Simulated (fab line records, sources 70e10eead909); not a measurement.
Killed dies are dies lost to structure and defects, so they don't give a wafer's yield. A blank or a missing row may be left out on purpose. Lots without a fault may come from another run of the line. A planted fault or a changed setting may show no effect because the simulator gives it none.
A struck lot beside a sound one | flow nand_harc | 15 steps out of a route of 1159
Sound: wafers L464.3, L464.4, L464.6. Struck: wafers L472.4, L472.6. The cause comes at the end.
At each step with rows: each side's tool, then ch and its chambers, then its first start. Under that, the readings that differ: sound wafers | struck wafers | difference of the means | sigmas: that difference in standard deviations of wafers without a fault.
alike: readings whose means differ by less than 2 such deviations, and words and numbers that are the same on both sides. not compared: withheld readings, readings that some wafer has no value for, bounds like >300 that may hide the same value, and numbers for which the record gives no deviation and whose values overlap.
The two part at a step that has a row with sigmas, a row that says differs or no value, or rows on one side only. Numbers that don't overlap but have no deviation are shown without sigmas and don't part them. A reading that every wafer of one side lacks parts them only if that side has two wafers or more.

first, 1 step without rows for these wafers: NHARC_A_CHANNEL_HOLE_D1_STRIP_43 (strips in O2/COS).
NHARC_A_CHANNEL_HOLE_D1_ETCH_44: etches the open film in CF4/O2, target depth 140 nm, overetch 14 nm, time 77 s.
  sound on rie_diel-10 ch 1,3, day 11 11:16; struck on rie_diel-10 ch 1,3, day 12 01:26
  alike: cf4_flow_sccm, chamber_pressure_mTorr, drypump_motor_current_A, oes_product_au, rf_fwd_power_W, rf_vpp_V, showerhead_plenum_p_Torr, throttle_valve_pct
  not compared: rf_hours_counter_h
NHARC_A_CHANNEL_HOLE_D1_STRIP_27: strips in O2.
  sound on rie_diel-10 ch 0,1,2; struck on rie_diel-10 ch 1,3
  alike: chamber_pressure_mTorr, drypump_motor_current_A, oes_product_au, rf_vpp_V, showerhead_plenum_p_Torr, throttle_valve_pct
  not compared: rf_hours_counter_h
then, 2 steps without rows for these wafers: NHARC_A_CHANNEL_HOLE_D1_PRECLEAN_28 (cleans in SC1); NHARC_A_CHANNEL_HOLE_D1_SRD_29.
NHARC_A_CHANNEL_HOLE_D1_CD_MEAS_30:
  sound on cd_sem-02, day 11 12:04; struck on cd_sem-01, day 12 02:14
  alike: cd_nm
then, 1 step without rows for these wafers: NHARC_A_CHANNEL_HOLE_D1_XSEM_31.
NHARC_A_CHANNEL_HOLE_D1_INSPECT_40:
  sound on defect_inspect-01, day 11 12:14; struck on defect_inspect-02, day 12 02:24
  alike: raw_defect_count
then, 2 steps without rows for these wafers: NHARC_A_CHANNEL_FILL_D1_PRECLEAN_00 (cleans in SC1); NHARC_A_CHANNEL_FILL_D1_SRD_01.
NHARC_A_CHANNEL_FILL_D1_ALD_02: deposits SiO2, target thk 6 nm, pulse time 10 s, ald cycles 60.
  sound on ald_hk-01 ch 0,2, day 11 14:29; struck on ald_hk-04 ch 1,3, day 12 02:45
  alike: heater_power_outer_w, heater_power_w, precursor_pulse_height_rel
  not compared: ald_cycles
NHARC_A_CHANNEL_FILL_D1_ALD_03: deposits SiNx, target thk 6 nm, pulse time 60 s, ald cycles 58.
  sound on ald_sin_batch-03 ch 0; struck on ald_sin_batch-02 ch 0
  alike: precursor_pulse_height_rel
  not compared: ald_cycles
NHARC_A_CHANNEL_FILL_D1_ALD_14: deposits SiO2, target thk 2.5 nm, pulse time 10 s, ald cycles 25.
  sound on ald_hk-01 ch 0,2,3, day 11 21:34; struck on ald_hk-01 ch 1,3, day 12 09:46
  reading    | sound    | struck | difference | sigmas
  ald_cycles | 25 25 25 | 21 21  | -4         |
  alike: heater_power_outer_w, heater_power_w, precursor_pulse_height_rel
NHARC_A_CHANNEL_FILL_D1_ALD_15: deposits SiNx, target thk 2 nm, pulse time 60 s, ald cycles 19.
  sound on ald_sin_batch-02 ch 0; struck on ald_sin_batch-02 ch 0
  alike: precursor_pulse_height_rel
  not compared: ald_cycles
-- the record jumps here: 14 days lie between the struck wafers' starts before and after (it left off in module A_CHANNEL_FILL_D1 and takes up again in module END, whose first step shown is number 1159 of the route) --
NHARC_END_SORT_01:
  the record has rows for the struck wafers here (prober-01 ch 0, day 26 13:16) and none for the sound ones

WHERE THEY PART
Only at NHARC_END_SORT_01, within this record.

WHY: what the simulator had put in
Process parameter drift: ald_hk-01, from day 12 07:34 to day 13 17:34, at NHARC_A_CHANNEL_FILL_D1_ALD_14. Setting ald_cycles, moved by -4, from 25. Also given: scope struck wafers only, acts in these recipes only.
